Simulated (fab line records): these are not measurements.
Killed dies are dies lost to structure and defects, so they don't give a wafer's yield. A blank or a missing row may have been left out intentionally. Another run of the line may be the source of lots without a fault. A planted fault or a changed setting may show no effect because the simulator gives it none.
Code-filled problem report in 8D (eight disciplines) form | flow n5-finfet | the parts of the form that need people (team, actions taken, sign-off) are left out

== 1. WHAT WENT WRONG ==
Mean of spin-speed-rpm at N5_BEOL_M7_COAT_05: 1414.3 rpm across 6 wafers in 2 lots; on wafers with no fault it is 1500.0 rpm (standard deviation 0.9). Relative to the usual mean, that is a shift of -95 standard deviations.
The step: resist thk 90 nm.
Seen first at day 12 16:35 on litho-track-03, wafer L881.2. The record holds 30 wafers of 10 lots with a number at this step. By rule, "out" or "out of limits" means more than 4 standard deviations away from the usual mean. The other wafers with a number count as sound.

== 2. WHAT IT IS; WHAT IT IS NOT ==
question                    | is                     | is not
which readings at this step | spin-speed-rpm         | chill-plate-temp-C
which lots                  | L880, L881             | L868, L869, L871, L873, L874, L886, L887, L890
which wafers of those lots  | all that have a number | -
read on which tools         | litho-track-03         | litho-track-01, litho-track-02
when                        | from day 12 16:35      | up to then (15 sound wafers); but 9 sound wafers of L886, L887, L890 came after

== 3. THE SUSPECTS, EACH WITH WHAT RULES IT OUT ==
Counting: a tool at any process step up to the reading remains a suspect when it ran all the lots that are out and ran no sound lot after the first of those.
- rie-diel-03 at N5_BEOL_M6_TRENCH_ETCH_37 (etches SiCOH lowk in C4F6/O2, target depth 94.435 nm, time 31.5 s): ruled out as a lasting fault. The sound lots L886 went through it after L881, its earliest lot that is out (day 12 12:11). With no start given for some of its lots, N5_BEOL_M6_TRENCH_ETCH_37 uses the hours and lot order of N5_BEOL_M6_SURFACE_TREAT_79.
- rie-diel-03 at N5_BEOL_M6_STRIP_80 (strips in N2/H2, time 10 s): ruled out as a lasting fault. The sound lots L886 went through it after L881, its earliest lot that is out (day 12 12:11). With no start given for some of its lots, N5_BEOL_M6_STRIP_80 uses the hours and lot order of N5_BEOL_M6_SURFACE_TREAT_79.
- litho-track-03 at N5_BEOL_M7_COAT_05 (resist thk 90 nm): kept. All lots that are out passed through it, beginning with L881 at day 12 16:35, and no sound lot followed; its final sound lot before that point was L873 at day 10 12:15. On those wafers its own readings are out: spin-speed-rpm.
The count leaves litho-track-03 at N5_BEOL_M7_COAT_05.

== 4. THE CAUSE (what the simulator had put in) ==
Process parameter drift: litho-track-03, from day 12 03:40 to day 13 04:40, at N5_BEOL_M7_COAT_05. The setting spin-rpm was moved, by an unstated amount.
Only this tool survived the counting.

== 5. SEQUENCE OF EFFECTS, ordered by route ==
Each row: a reading whose mean over the struck wafers that have a number lies more than 3 standard deviations from the usual. Scope: only readings with a usual standard deviation given in the record; hours: median across lots of the time from each lot's start at the first step in this table that gives one to its start at this step; sigmas: change in usual standard deviations.
hours | step               | reading        | usual      | on struck wafers | change | sigmas
0     | N5_BEOL_M7_COAT_05 | spin-speed-rpm | 1500.0 rpm | 1414.3           | -85.7  | -95
Its process steps:
- N5_BEOL_M7_COAT_05: resist thk 90 nm.

== 6. WHAT WOULD HAVE CAUGHT IT SOONER ==
In this record no reading fell out of limits until day 12 16:35, 13 hours after the fault had begun at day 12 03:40.
